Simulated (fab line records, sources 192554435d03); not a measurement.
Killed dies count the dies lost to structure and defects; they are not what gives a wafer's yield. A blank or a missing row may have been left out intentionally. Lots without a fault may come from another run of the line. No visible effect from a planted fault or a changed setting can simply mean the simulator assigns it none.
fab line records	flow n5Finfet
record lots=24	wafers=72	lastDay=19
route steps=1938 shown BEOL_M2@866
lots untouched by any fault: they come from a run of this same line in which no faults occurred
startH: start of the lot's first displayed wafer, in hours after the record's first day	waitH: hours from the lot's prior step to this one	" same as the row above	L1.1+2: several wafers, shown together as one row	- value missing, or start not given	* or withheld: withheld	< > ~ a bound
route shown NAME@n: names a module that has steps shown in the file, with the first one's number in the route	usual: mean/standard deviation of fault-free wafers	same: alike in all rows	chamber/n: place in a boat	sites: the reading at each site	_std_site: how widely they spread, as a standard deviation	_edge_site: outer sites' mean less inner sites'	radiusMm: for every site, how far away it sits from the centre of the wafer	mask NAME#n: copy n	behind: the tool/chamber that last shaped the wafer	hold: cause of the lot's hold/its duration in hours/its outcome	device: names the non-switching transistor (n, p or np)	end of line: tests run on the same wafers once the route is complete	a step given without rows: its recipe and nothing more	killed: count of dies lost to structure and defects at first sort (not the wafer's yield)	map: shows each die of a wafer: x if killed, . if not, _ if none is there
set.NAME: the setting that was run; set.NAME@STEP: the one run at that earlier step	model.NAME: the simulator's own value behind a step, which no gauge read
steps of the route over a sample of lots; a table a step, a row a wafer
services: a tool's chamber out of use, with start hour (startH, from the record's first day; less than 0 if before it), hours out, and reason
## steps
# step N5_BEOL_M2_CD_MEAS_18
# recipe pitchNm=36	targetCdNm=18
# usual cdNm=18.05/0.28
lot.wafer	tool	chamber	startH	waitH	cdNm
L074.1	cdSem-03	-	137.37	0.0	18.18
L074.3	"	-	"	"	17.94
L074.5	"	-	"	"	17.73
L075.2	cdSem-02	-	140.65	0.1	18.27
L075.4	"	-	"	"	18.31
L075.5	"	-	"	"	18.22
L076.3	cdSem-02	-	149.77	0.1	18.02
L076.4	"	-	"	"	18.02
L076.6	"	-	"	"	17.94
L077.2	cdSem-03	-	153.45	0.1	18.37
L077.4	"	-	"	"	18.22
L077.5	"	-	"	"	18.26
L078.1	cdSem-03	-	160.17	0.0	17.88
L078.3	"	-	"	"	18.50
L078.5	"	-	"	"	18.27
L079.1	cdSem-01	-	162.28	0.0	18.35
L079.2	"	-	"	"	17.78
L079.6	"	-	"	"	17.96
L080.2	cdSem-02	-	168.90	0.1	18.24
L080.3	"	-	"	"	18.42
L080.4	"	-	"	"	18.21
L082.2	cdSem-03	-	174.13	0.1	17.81
L082.3	"	-	"	"	17.79
L082.4	"	-	"	"	17.94
L081.2	cdSem-01	-	181.10	0.1	17.71
L081.3	"	-	"	"	17.89
L081.5	"	-	"	"	18.29
L083.1	cdSem-02	-	182.49	0.0	17.50
L083.2	"	-	"	"	18.07
L083.4	"	-	"	"	18.36
L084.1	cdSem-02	-	193.10	0.0	18.22
L084.2	"	-	"	"	17.89
L084.4	"	-	"	"	17.91
L085.2	cdSem-01	-	255.89	0.1	18.22
L085.4	"	-	"	"	18.07
L085.6	"	-	"	"	18.74
L088.2	cdSem-03	-	256.16	0.1	18.04
L088.3	"	-	"	"	17.88
L088.5	"	-	"	"	18.31
L095.2	cdSem-01	-	257.01	0.1	18.05
L095.5	"	-	"	"	17.88
L095.6	"	-	"	"	18.01
L094.3	cdSem-02	-	260.01	0.1	17.45
L094.4	"	-	"	"	18.25
L094.5	"	-	"	"	17.70
L089.3	cdSem-02	-	260.36	0.1	18.21
L089.5	"	-	"	"	18.00
L089.6	"	-	"	"	18.65
L090.1	cdSem-03	-	260.63	0.1	17.75
L090.3	"	-	"	"	18.07
L090.6	"	-	"	"	17.81
L091.1	cdSem-03	-	264.01	0.0	17.69
L091.2	"	-	"	"	17.42
L091.3	"	-	"	"	17.91
L092.2	cdSem-02	-	264.05	0.1	18.12
L092.4	"	-	"	"	18.36
L092.6	"	-	"	"	18.43
L087.1	cdSem-03	-	264.15	0.0	17.62
L087.2	"	-	"	"	17.72
L087.3	"	-	"	"	17.95
L093.2	cdSem-02	-	267.25	0.1	18.41
L093.3	"	-	"	"	18.24
L093.6	"	-	"	"	18.00
L086.3	cdSem-01	-	268.49	0.1	18.02
L086.4	"	-	"	"	18.00
L086.5	"	-	"	"	17.78
L096.1	cdSem-02	-	268.68	0.0	18.63
L096.4	"	-	"	"	17.76
L096.5	"	-	"	"	17.67
L097.1	cdSem-02	-	287.74	0.0	18.15
L097.3	"	-	"	"	18.14
L097.6	"	-	"	"	17.89
# step N5_BEOL_M2_VIA_ETCH_34
# recipe chemistry=C4F6/O2	targetDepthA=694	maskMaterial=SOC	pressureMtorr=15	ionEnergyEv=250	taperDeg=4	timeS=65.9	sourceW=350	biasW=170	Ar_flow_sccm=300	C4F6_flow_sccm=10	O2_flow_sccm=10
# usual drypumpMotorCurrentA=6.0/0.42	oesProductAu=0.80/0.08	rfVppV=673/13	showerheadPlenumPTorr=2.86/0.12	throttleValvePct=30.78/0.23
lot.wafer	tool	chamber	startH	waitH	drypumpMotorCurrentA	oesProductAu	rfHoursCounterH	rfVppV	showerheadPlenumPTorr	throttleValvePct
L074.1	rieDiel-02	0	138.61	0.0	6.4	0.74	160	686	2.73	30.93
L074.3	"	3	"	"	6.3	0.90	27	665	2.90	30.92
L074.5	"	3	"	"	6.3	0.91	-	667	2.90	30.92
L075.2	rieDiel-02	3	144.29	0.0	6.3	0.90	29	666	2.90	30.92
L075.4	"	0	"	"	6.4	0.74	-	687	2.73	30.91
L075.5	"	2	"	"	6.0	0.82	-	682	3.00	30.76
L076.3	rieDiel-02	2	150.83	0.0	6.0	0.82	113	682	3.00	30.73
L076.4	"	3	"	"	6.4	0.89	32	666	2.90	30.93
L076.6	"	0	"	"	6.4	0.73	-	686	2.73	30.92
L077.2	rieDiel-03	1	155.54	0.0	5.9	0.85	42	664	2.91	31.08
L077.4	"	2	"	"	5.1	0.70	184	686	2.84	30.68
L077.5	"	3	"	"	5.5	0.86	-	690	3.00	30.35
L078.1	rieDiel-02	2	162.44	0.0	6.0	0.82	119	682	3.00	30.75
L078.3	"	0	"	"	6.4	0.74	171	686	2.73	30.94
L078.5	"	3	"	"	6.4	0.89	-	664	2.90	30.94
L079.1	rieDiel-03	3	167.84	0.0	5.4	0.86	38	691	2.99	30.38
L079.2	"	1	"	"	5.9	0.85	49	664	2.91	31.09
L079.6	"	1	"	"	5.9	0.84	-	666	2.91	31.08
L080.2	rieDiel-03	2	172.74	0.0	5.1	0.71	193	686	2.83	30.71
L080.3	"	1	"	"	5.9	0.84	51	663	2.91	31.07
L080.4	"	0	"	"	5.7	0.69	234	648	2.69	30.75
L082.2	rieDiel-03	1	176.32	0.0	5.9	0.84	53	664	2.91	31.09
L082.3	"	3	"	"	5.4	0.86	42	690	2.99	30.39
L082.4	"	0	"	"	5.7	0.70	235	649	2.69	30.75
L081.2	rieDiel-03	0	184.85	0.0	5.7	0.69	239	647	2.68	30.73
L081.3	"	3	"	"	5.4	0.84	47	689	2.99	30.39
L081.5	"	1	"	"	5.9	0.83	-	663	2.91	31.10
L083.1	rieDiel-02	0	184.93	0.0	6.4	0.72	185	686	2.72	30.96
L083.2	"	1	"	"	6.2	0.93	9	675	3.02	30.53
L083.4	"	0	"	"	6.4	0.73	-	686	2.72	30.96
L084.1	rieDiel-03	0	194.59	0.0	5.7	0.69	244	646	2.68	30.77
L084.2	"	3	"	"	5.4	0.84	52	690	2.99	30.39
L084.4	"	1	"	"	5.9	0.83	62	663	2.91	31.11
L085.2	rieDiel-02	1	256.98	0.0	6.2	0.86	41	675	3.01	30.58
L085.4	"	0	"	"	6.4	0.70	217	685	2.71	30.97
L085.6	"	0	"	"	6.4	0.70	-	685	2.71	30.98
L088.2	rieDiel-04	1	258.99	0.0	6.3	0.86	70	657	2.90	30.86
L088.3	"	3	"	"	5.3	0.85	60	655	2.77	30.46
L088.5	"	2	"	"	6.3	0.69	-	672	2.69	31.11
L095.2	rieDiel-03	0	259.26	0.0	5.7	0.99	4	659	3.02	30.59
L095.5	"	1	"	"	5.9	0.79	-	664	2.89	31.13
L095.6	"	0	"	"	5.7	0.99	-	658	3.02	30.60
L094.3	rieDiel-03	2	262.27	0.0	5.2	0.68	235	686	2.81	30.73
L094.4	"	1	"	"	5.9	0.79	91	662	2.89	31.11
L094.5	"	0	"	"	5.6	0.99	-	659	3.01	30.61
L089.3	rieDiel-04	2	262.60	0.0	6.4	0.69	233	672	2.69	31.11
L089.5	"	3	"	"	5.4	0.86	-	654	2.77	30.48
L089.6	"	2	"	"	6.4	0.70	-	671	2.69	31.11
L090.1	rieDiel-02	1	262.75	0.0	6.2	0.84	43	674	3.01	30.61
L090.3	"	0	"	"	6.4	0.70	220	686	2.71	30.98
L090.6	"	0	"	"	6.4	0.69	-	687	2.71	30.97
L092.2	rieDiel-02	3	265.89	0.0	6.4	0.84	73	665	2.88	30.95
L092.4	"	0	"	"	6.4	0.70	221	686	2.70	30.98
L092.6	"	0	"	"	6.4	0.70	-	686	2.71	30.98
L091.1	rieDiel-04	3	267.25	0.0	5.3	0.84	63	656	2.77	30.48
L091.2	"	1	"	"	6.3	0.84	73	658	2.90	30.85
L091.3	"	2	"	"	6.3	0.70	235	672	2.69	31.12
L087.1	rieDiel-02	1	272.86	0.0	6.2	0.85	46	674	3.01	30.60
L087.2	"	2	"	"	6.0	0.76	169	681	2.97	30.81
L087.3	"	3	"	"	6.3	0.83	75	665	2.88	30.97
L093.2	rieDiel-04	2	272.86	0.0	6.3	0.69	237	670	2.69	31.12
L093.3	"	3	"	"	5.3	0.85	64	655	2.77	30.47
L093.6	"	0	"	"	6.3	0.90	-	673	2.77	30.36
L096.1	rieDiel-02	0	277.74	0.0	6.4	0.69	224	686	2.70	30.99
L096.4	"	1	"	"	6.2	0.85	48	675	3.00	30.57
L096.5	"	1	"	"	6.2	0.84	-	674	3.00	30.58
L086.3	rieDiel-04	1	286.57	0.0	6.3	0.86	77	659	2.90	30.84
L086.4	"	2	"	"	6.3	0.69	239	671	2.68	31.13
L086.5	"	1	"	"	6.3	0.85	-	659	2.89	30.86
L097.1	rieDiel-02	0	294.09	0.0	6.4	0.69	229	686	2.70	31.01
L097.3	"	1	"	"	6.2	0.84	53	673	3.00	30.60
L097.6	"	1	"	"	6.2	0.85	-	675	3.00	30.59
# step N5_BEOL_M2_TRENCH_ETCH_37
# recipe chemistry=C4F6/O2	targetDepthA=555.55	target=SiOC	timeS=29.2	ionEnergyEv=250	pressureMtorr=30	sourceW=355	biasW=185	Ar_flow_sccm=300	C4F6_flow_sccm=10	O2_flow_sccm=10
# usual drypumpMotorCurrentA=6.0/0.42	oesProductAu=0.80/0.08	rfVppV=673/13	showerheadPlenumPTorr=2.86/0.12	throttleValvePct=20.88/0.24
lot.wafer	tool	chamber	startH	waitH	drypumpMotorCurrentA	oesProductAu	rfHoursCounterH	rfVppV	showerheadPlenumPTorr	throttleValvePct
L074.1	rieDiel-02	0	-	-	6.3	0.74	160	687	2.74	21.00
L074.3	"	3	"	"	6.3	0.91	27	665	2.91	20.86
L074.5	"	3	"	"	6.3	0.91	-	666	2.91	20.82
L075.2	rieDiel-02	3	-	-	6.3	0.89	29	666	2.91	20.85
L075.4	"	0	"	"	6.4	0.74	-	688	2.74	20.98
L075.5	"	2	"	"	6.0	0.82	-	681	3.01	20.83
L076.3	rieDiel-02	2	-	-	6.0	0.82	113	682	3.00	20.83
L076.4	"	3	"	"	6.4	0.89	32	666	2.90	20.85
L076.6	"	0	"	"	6.4	0.74	-	688	2.73	21.00
L077.2	rieDiel-03	1	-	-	5.9	0.86	42	663	2.92	21.21
L077.4	"	2	"	"	5.1	0.72	184	687	2.84	20.87
L077.5	"	3	"	"	5.4	0.87	-	691	3.00	20.47
L078.1	rieDiel-02	2	-	-	6.0	0.81	119	681	3.00	20.85
L078.3	"	0	"	"	6.4	0.73	171	686	2.73	21.02
L078.5	"	3	"	"	6.3	0.88	-	666	2.90	20.86
L079.1	rieDiel-03	3	-	-	5.4	0.86	38	691	3.00	20.50
L079.2	"	1	"	"	5.9	0.86	49	665	2.92	21.20
L079.6	"	1	"	"	5.9	0.85	-	664	2.92	21.20
L080.2	rieDiel-03	2	-	-	5.1	0.71	193	686	2.84	20.88
L080.3	"	1	"	"	5.9	0.84	51	663	2.91	21.22
L080.4	"	0	"	"	5.7	0.70	234	647	2.69	21.01
L082.2	rieDiel-03	1	-	-	5.9	0.84	53	663	2.91	21.21
L082.3	"	3	"	"	5.4	0.85	42	690	3.00	20.51
L082.4	"	0	"	"	5.7	0.69	235	648	2.69	21.02
L081.2	rieDiel-03	0	-	-	5.7	0.70	239	648	2.69	21.01
L081.3	"	3	"	"	5.4	0.84	47	691	2.99	20.53
L081.5	"	1	"	"	5.9	0.84	-	663	2.91	21.22
L083.1	rieDiel-02	0	-	-	6.3	0.72	185	686	2.73	21.03
L083.2	"	1	"	"	6.2	0.93	9	675	3.03	20.56
L083.4	"	0	"	"	6.3	0.72	-	687	2.73	21.02
L084.1	rieDiel-03	0	-	-	5.6	0.70	244	649	2.69	21.02
L084.2	"	3	"	"	5.4	0.84	52	691	2.99	20.53
L084.4	"	1	"	"	5.9	0.84	62	666	2.91	21.23
L085.2	rieDiel-02	1	-	-	6.2	0.86	41	674	3.01	20.61
L085.4	"	0	"	"	6.4	0.70	218	685	2.71	21.07
L085.6	"	0	"	"	6.4	0.71	-	687	2.71	21.06
L088.2	rieDiel-04	1	-	-	6.3	0.86	70	659	2.90	20.99
L088.3	"	3	"	"	5.3	0.86	60	655	2.77	20.57
L088.5	"	2	"	"	6.3	0.70	-	671	2.69	21.31
L095.2	rieDiel-03	0	-	-	5.7	0.99	4	660	3.02	20.69
L095.5	"	1	"	"	5.9	0.79	-	666	2.90	21.27
L095.6	"	0	"	"	5.7	1.00	-	659	3.02	20.68
L094.3	rieDiel-03	2	-	-	5.1	0.68	235	685	2.82	20.93
L094.4	"	1	"	"	5.9	0.79	91	662	2.90	21.27
L094.5	"	0	"	"	5.7	1.00	-	660	3.02	20.70
L089.3	rieDiel-04	2	-	-	6.3	0.70	233	673	2.69	21.33
L089.5	"	3	"	"	5.3	0.85	-	654	2.77	20.57
L089.6	"	2	"	"	6.3	0.70	-	673	2.69	21.31
L090.1	rieDiel-02	1	-	-	6.2	0.85	43	673	3.01	20.63
L090.3	"	0	"	"	6.4	0.69	220	687	2.71	21.10
L090.6	"	0	"	"	6.4	0.69	-	688	2.71	21.08
L092.2	rieDiel-02	3	-	-	6.3	0.83	74	666	2.89	20.90
L092.4	"	0	"	"	6.4	0.69	221	686	2.71	21.08
L092.6	"	0	"	"	6.4	0.70	-	686	2.71	21.08
L091.1	rieDiel-04	3	-	-	5.3	0.84	63	655	2.77	20.57
L091.2	"	1	"	"	6.3	0.84	73	657	2.90	21.01
L091.3	"	2	"	"	6.3	0.69	235	672	2.69	21.33
L087.1	rieDiel-02	1	-	-	6.2	0.85	46	675	3.01	20.63
L087.2	"	2	"	"	6.0	0.77	169	679	2.98	20.90
L087.3	"	3	"	"	6.3	0.84	75	666	2.88	20.93
L093.2	rieDiel-04	2	-	-	6.3	0.70	237	672	2.69	21.33
L093.3	"	3	"	"	5.4	0.84	65	655	2.77	20.58
L093.6	"	0	"	"	6.3	0.90	-	673	2.77	20.55
L096.1	rieDiel-02	0	-	-	6.4	0.69	224	686	2.71	21.06
L096.4	"	1	"	"	6.2	0.85	48	675	3.01	20.63
L096.5	"	1	"	"	6.2	0.85	-	674	3.01	20.62
L086.3	rieDiel-04	1	-	-	6.3	0.86	77	659	2.90	21.02
L086.4	"	2	"	"	6.3	0.70	239	673	2.69	21.33
L086.5	"	1	"	"	6.3	0.85	-	659	2.90	21.00
L097.1	rieDiel-02	0	-	-	6.4	0.69	229	686	2.71	21.09
L097.3	"	1	"	"	6.2	0.83	53	673	3.01	20.63
L097.6	"	1	"	"	6.2	0.85	-	675	3.01	20.63
# step N5_BEOL_M2_STRIP_97
# recipe chemistry=N2/H2	timeS=10	powerW=450	tempC=40	pressureMtorr=20	rfFrequencyHz=6e+07	biasPowerW=7	n2FlowSccm=200	h2FlowSccm=200
# usual drypumpMotorCurrentA=6.0/0.42	oesProductAu=0.80/0.08	rfVppV=59.3/0.95	showerheadPlenumPTorr=2.55/0.11	throttleValvePct=23.65/0.28
lot.wafer	tool	chamber	startH	waitH	drypumpMotorCurrentA	oesProductAu	rfHoursCounterH	rfVppV	showerheadPlenumPTorr	throttleValvePct
L074.1	rieDiel-02	0	-	-	6.4	0.75	160	58.1	2.44	23.91
L074.3	"	3	"	"	6.4	0.92	27	59.1	2.61	23.96
L074.5	"	3	"	"	6.4	0.92	-	58.0	2.61	23.95
L075.2	rieDiel-02	3	-	-	6.3	0.92	29	59.2	2.60	23.95
L075.4	"	0	"	"	6.4	0.74	-	59.0	2.44	23.91
L075.5	"	2	"	"	6.0	0.81	-	60.5	2.66	23.40
L076.3	rieDiel-02	2	-	-	6.0	0.80	113	59.4	2.66	23.39
L076.4	"	3	"	"	6.4	0.89	32	60.9	2.60	23.96
L076.6	"	0	"	"	6.4	0.74	-	58.3	2.43	23.92
L077.2	rieDiel-03	1	-	-	5.9	0.88	42	59.1	2.57	23.49
L077.4	"	2	"	"	5.1	0.72	184	57.9	2.54	23.99
L077.5	"	3	"	"	5.4	0.86	-	59.6	2.70	23.38
L078.1	rieDiel-02	2	-	-	6.0	0.80	119	59.2	2.66	23.41
L078.3	"	0	"	"	6.4	0.74	171	58.6	2.43	23.93
L078.5	"	3	"	"	6.3	0.91	-	59.4	2.60	23.95
L079.1	rieDiel-03	3	-	-	5.4	0.86	38	59.3	2.70	23.41
L079.2	"	1	"	"	5.9	0.88	49	58.5	2.57	23.50
L079.6	"	1	"	"	5.9	0.86	-	60.1	2.57	23.51
L080.2	rieDiel-03	2	-	-	5.1	0.72	194	58.6	2.54	23.98
L080.3	"	1	"	"	5.9	0.86	51	58.8	2.56	23.51
L080.4	"	0	"	"	5.7	0.70	234	60.2	2.38	23.72
L082.2	rieDiel-03	1	-	-	5.9	0.86	53	60.6	2.56	23.49
L082.3	"	3	"	"	5.4	0.85	43	59.1	2.70	23.39
L082.4	"	0	"	"	5.7	0.70	235	59.5	2.38	23.71
L081.2	rieDiel-03	0	-	-	5.7	0.70	239	57.8	2.38	23.72
L081.3	"	3	"	"	5.4	0.83	47	59.3	2.70	23.40
L081.5	"	1	"	"	5.9	0.85	-	60.6	2.56	23.52
L083.1	rieDiel-02	0	-	-	6.4	0.73	185	59.4	2.43	23.95
L083.2	"	1	"	"	6.2	0.92	9	60.2	2.72	23.53
L083.4	"	0	"	"	6.4	0.73	-	59.8	2.43	23.95
L084.1	rieDiel-03	0	-	-	5.7	0.70	244	59.0	2.38	23.73
L084.2	"	3	"	"	5.4	0.83	52	59.3	2.69	23.42
L084.4	"	1	"	"	5.9	0.84	62	58.9	2.56	23.52
L085.2	rieDiel-02	1	-	-	6.2	0.86	41	60.2	2.71	23.56
L085.4	"	0	"	"	6.4	0.70	218	58.4	2.41	23.99
L085.6	"	0	"	"	6.4	0.70	-	59.8	2.41	24.00
L088.2	rieDiel-04	1	-	-	6.3	0.85	70	60.8	2.57	23.51
L088.3	"	3	"	"	5.3	0.85	60	58.5	2.46	23.14
L088.5	"	2	"	"	6.3	0.70	-	57.8	2.39	23.94
L095.2	rieDiel-03	0	-	-	5.7	0.99	4	60.1	2.69	23.48
L095.5	"	1	"	"	5.9	0.81	-	60.3	2.55	23.56
L095.6	"	0	"	"	5.7	0.99	-	60.9	2.69	23.47
L094.3	rieDiel-03	2	-	-	5.1	0.68	235	60.3	2.52	24.05
L094.4	"	1	"	"	5.9	0.81	91	59.9	2.55	23.57
L094.5	"	0	"	"	5.7	1.00	-	61.3	2.69	23.47
L089.3	rieDiel-04	2	-	-	6.3	0.69	233	58.4	2.39	23.92
L089.5	"	3	"	"	5.3	0.84	-	57.7	2.46	23.14
L089.6	"	2	"	"	6.3	0.69	-	61.0	2.39	23.93
L090.1	rieDiel-02	1	-	-	6.2	0.85	43	60.6	2.71	23.57
L090.3	"	0	"	"	6.4	0.70	220	58.9	2.41	24.00
L090.6	"	0	"	"	6.4	0.70	-	60.1	2.41	24.01
L092.2	rieDiel-02	3	-	-	6.4	0.84	74	58.1	2.58	23.99
L092.4	"	0	"	"	6.4	0.70	221	59.6	2.41	23.98
L092.6	"	0	"	"	6.4	0.70	-	58.4	2.41	24.00
L091.1	rieDiel-04	3	-	-	5.3	0.84	63	57.2	2.46	23.15
L091.2	"	1	"	"	6.3	0.84	73	59.2	2.57	23.48
L091.3	"	2	"	"	6.3	0.69	235	59.6	2.39	23.95
L087.1	rieDiel-02	1	-	-	6.2	0.85	46	60.9	2.70	23.56
L087.2	"	2	"	"	6.0	0.76	169	60.1	2.63	23.48
L087.3	"	3	"	"	6.4	0.85	75	60.6	2.58	24.02
L093.2	rieDiel-04	2	-	-	6.3	0.70	237	59.8	2.39	23.92
L093.3	"	3	"	"	5.3	0.84	65	59.3	2.46	23.15
L093.6	"	0	"	"	6.3	0.89	-	60.6	2.47	23.20
L096.1	rieDiel-02	0	-	-	6.4	0.70	224	58.3	2.41	23.99
L096.4	"	1	"	"	6.2	0.85	48	60.7	2.70	23.56
L096.5	"	1	"	"	6.2	0.84	-	58.5	2.70	23.57
L086.3	rieDiel-04	1	-	-	6.3	0.84	77	59.4	2.57	23.51
L086.4	"	2	"	"	6.3	0.69	239	59.4	2.39	23.94
L086.5	"	1	"	"	6.3	0.85	-	59.1	2.57	23.50
L097.1	rieDiel-02	0	-	-	6.4	0.70	229	59.5	2.41	24.02
L097.3	"	1	"	"	6.2	0.83	53	60.5	2.70	23.59
L097.6	"	1	"	"	6.2	0.84	-	60.6	2.70	23.58
# step N5_BEOL_M2_ALD_84
# recipe material=TaN	targetThkA=*	tempC=275	aldPrecursorFamily=PDMAT	aldCoReactant=NH3	pressureTorr=3	carrierFlowSccm=1500	pulseTimeS=2	purgeTimeS=3	coReactantPurgeTimeS=2	coReactantPulseTimeS=3	aldCycles=30	precursorVesselTempC=75	precursorVesselPressureTorr=26.25	precursorVesselCarrierSccm=1000
# usual heaterPowerW=411/51
lot.wafer	tool	chamber	startH	waitH	heaterPowerW
L074.1	aldMetal-04	3	139.60	0.0	354
L074.3	"	1	"	"	449
L074.5	"	1	"	"	442
L075.2	aldMetal-03	3	145.14	0.0	410
L075.4	"	0	"	"	368
L075.5	"	1	"	"	470
L076.3	aldMetal-04	2	151.66	0.0	346
L076.4	"	0	"	"	437
L076.6	"	1	"	"	446
L077.2	aldMetal-03	3	156.63	0.1	407
L077.4	"	0	"	"	365
L077.5	"	0	"	"	366
L078.1	aldMetal-04	1	162.99	0.0	457
L078.3	"	0	"	"	442
L078.5	"	1	"	"	452
L079.1	aldMetal-04	0	168.57	0.0	440
L079.2	"	2	"	"	347
L079.6	"	0	"	"	451
L080.2	aldMetal-03	2	173.34	0.0	447
L080.3	"	3	"	"	402
L080.4	"	1	"	"	472
L082.2	aldMetal-04	0	178.66	0.0	453
L082.3	"	3	"	"	355
L082.4	"	0	"	"	444
L081.2	aldMetal-02	3	185.83	0.1	365
L081.3	"	2	"	"	518
L081.5	"	2	"	"	503
L083.1	aldMetal-04	1	186.01	0.0	448
L083.2	"	0	"	"	444
L083.4	"	2	"	"	346
L084.1	aldMetal-02	2	195.14	0.0	516
L084.2	"	1	"	"	376
L084.4	"	3	"	"	376
L085.2	aldMetal-02	0	259.27	0.1	430
L085.4	"	2	"	"	527
L085.6	"	2	"	"	511
L088.2	aldMetal-02	0	259.85	0.1	429
L088.3	"	1	"	"	383
L088.5	"	1	"	"	374
L095.2	aldMetal-04	3	260.13	0.0	357
L095.5	"	2	"	"	338
L095.6	"	1	"	"	447
L094.3	aldMetal-04	1	263.17	0.0	443
L094.4	"	3	"	"	352
L094.5	"	3	"	"	358
L089.3	aldMetal-03	1	263.37	0.0	463
L089.5	"	1	"	"	458
L089.6	"	2	"	"	445
L090.1	aldMetal-04	0	263.77	0.1	449
L090.3	"	3	"	"	344
L090.6	"	3	"	"	365
L092.2	aldMetal-04	1	266.95	0.0	459
L092.4	"	3	"	"	354
L092.6	"	3	"	"	344
L091.1	aldMetal-03	3	269.59	0.0	403
L091.2	"	1	"	"	467
L091.3	"	2	"	"	455
L087.1	aldMetal-02	3	273.75	0.0	367
L087.2	"	0	"	"	413
L087.3	"	2	"	"	508
L093.2	aldMetal-02	3	275.50	0.3	377
L093.3	"	0	"	"	422
L093.6	"	3	"	"	366
L096.1	aldMetal-02	2	278.73	0.0	524
L096.4	"	1	"	"	381
L096.5	"	1	"	"	386
L086.3	aldMetal-02	1	287.29	0.0	380
L086.4	"	3	"	"	383
L086.5	"	0	"	"	426
L097.1	aldMetal-04	1	295.04	0.2	438
L097.3	"	3	"	"	346
L097.6	"	1	"	"	443
# step N5_BEOL_M2_ANNEAL_51
# recipe tempC=225	timeS=90	ambient=N2
# usual wafer_temp_C_max=226.19/0.24
lot.wafer	tool	chamber	startH	waitH	wafer_temp_C_max
L074.1	rtpAnneal-02	0	142.35	0.1	226.37
L074.3	"	0	"	"	226.25
L074.5	"	0	"	"	226.01
L075.2	rtpAnneal-01	0	149.36	0.1	225.81
L075.4	"	0	"	"	226.21
L075.5	"	0	"	"	226.21
L076.3	rtpAnneal-01	0	154.43	0.1	226.01
L076.4	"	0	"	"	226.08
L076.6	"	0	"	"	225.80
L077.2	rtpAnneal-02	0	159.33	0.1	226.24
L077.4	"	0	"	"	226.32
L077.5	"	0	"	"	226.10
L078.1	rtpAnneal-01	0	167.27	0.1	225.96
L078.3	"	0	"	"	226.14
L078.5	"	0	"	"	226.96
L079.1	rtpAnneal-02	0	171.08	0.1	226.46
L079.2	"	0	"	"	226.05
L079.6	"	0	"	"	226.48
L080.2	rtpAnneal-01	0	175.94	0.1	226.20
L080.3	"	0	"	"	226.28
L080.4	"	0	"	"	226.31
L082.2	rtpAnneal-02	0	181.33	0.3	226.09
L082.3	"	0	"	"	226.03
L082.4	"	0	"	"	225.87
L081.2	rtpAnneal-01	0	188.27	0.1	225.90
L081.3	"	0	"	"	226.12
L081.5	"	0	"	"	226.09
L083.1	rtpAnneal-01	0	189.89	0.1	226.40
L083.2	"	0	"	"	226.34
L083.4	"	0	"	"	226.13
L084.1	rtpAnneal-02	0	197.75	0.3	227.04
L084.2	"	0	"	"	226.30
L084.4	"	0	"	"	226.25
L085.2	rtpAnneal-02	0	261.79	0.1	226.31
L085.4	"	0	"	"	226.48
L085.6	"	0	"	"	226.45
L088.2	rtpAnneal-01	0	262.53	0.1	226.42
L088.3	"	0	"	"	226.26
L088.5	"	0	"	"	225.78
L095.2	rtpAnneal-01	0	263.61	0.1	226.01
L095.5	"	0	"	"	226.54
L095.6	"	0	"	"	226.10
L094.3	rtpAnneal-01	0	265.74	0.1	226.05
L094.4	"	0	"	"	225.81
L094.5	"	0	"	"	226.24
L089.3	rtpAnneal-02	0	267.58	0.1	226.29
L089.5	"	0	"	"	226.37
L089.6	"	0	"	"	225.84
L090.1	rtpAnneal-02	0	267.91	0.1	226.05
L090.3	"	0	"	"	225.85
L090.6	"	0	"	"	226.29
L092.2	rtpAnneal-01	0	269.65	0.1	226.12
L092.4	"	0	"	"	226.16
L092.6	"	0	"	"	226.28
L091.1	rtpAnneal-02	0	272.20	0.1	225.92
L091.2	"	0	"	"	226.40
L091.3	"	0	"	"	226.26
L087.1	rtpAnneal-01	0	277.41	0.1	226.08
L087.2	"	0	"	"	226.70
L087.3	"	0	"	"	226.10
L093.2	rtpAnneal-02	0	278.31	0.1	226.55
L093.3	"	0	"	"	226.02
L093.6	"	0	"	"	226.15
L096.1	rtpAnneal-01	0	282.13	0.1	226.23
L096.4	"	0	"	"	226.27
L096.5	"	0	"	"	226.43
L086.3	rtpAnneal-01	0	289.93	0.1	226.11
L086.4	"	0	"	"	226.19
L086.5	"	0	"	"	225.77
L097.1	rtpAnneal-02	0	299.27	0.1	225.85
L097.3	"	0	"	"	225.91
L097.6	"	0	"	"	226.31
## services
tool	chamber	startH	hours	kind
rieDiel-02	1	132.22	-	clean
rieDiel-02	1	132.22	-	consumableReplace:focusRing
rieDiel-02	1	132.22	-	consumableReplace:showerhead
rieDiel-02	1	132.22	12.2	scheduledDown
rieDiel-02	1	132.22	12.2	ventCycle
aldMetal-04	2	159.14	6.5	repair
aldMetal-03	-	161.14	1.1	repair
rieDiel-02	1	162.01	21.4	repair
aldMetal-04	2	176.51	6.2	repair
rieDiel-02	3	179.16	26.0	repair
rieDiel-04	-	181.13	14.6	pm
aldMetal-02	0	184.41	9.5	repair
rieDiel-03	0	229.05	-	clean
rieDiel-03	0	229.05	-	consumableReplace:focusRing
rieDiel-03	0	229.05	-	consumableReplace:showerhead
rieDiel-03	0	229.05	21.1	scheduledDown
rieDiel-03	0	229.05	21.1	ventCycle
rieDiel-03	-	246.82	1.1	repair
rieDiel-04	0	253.23	8.6	repair
rieDiel-04	-	273.54	1.3	repair
aldMetal-03	3	287.03	5.3	repair
## key
fault none
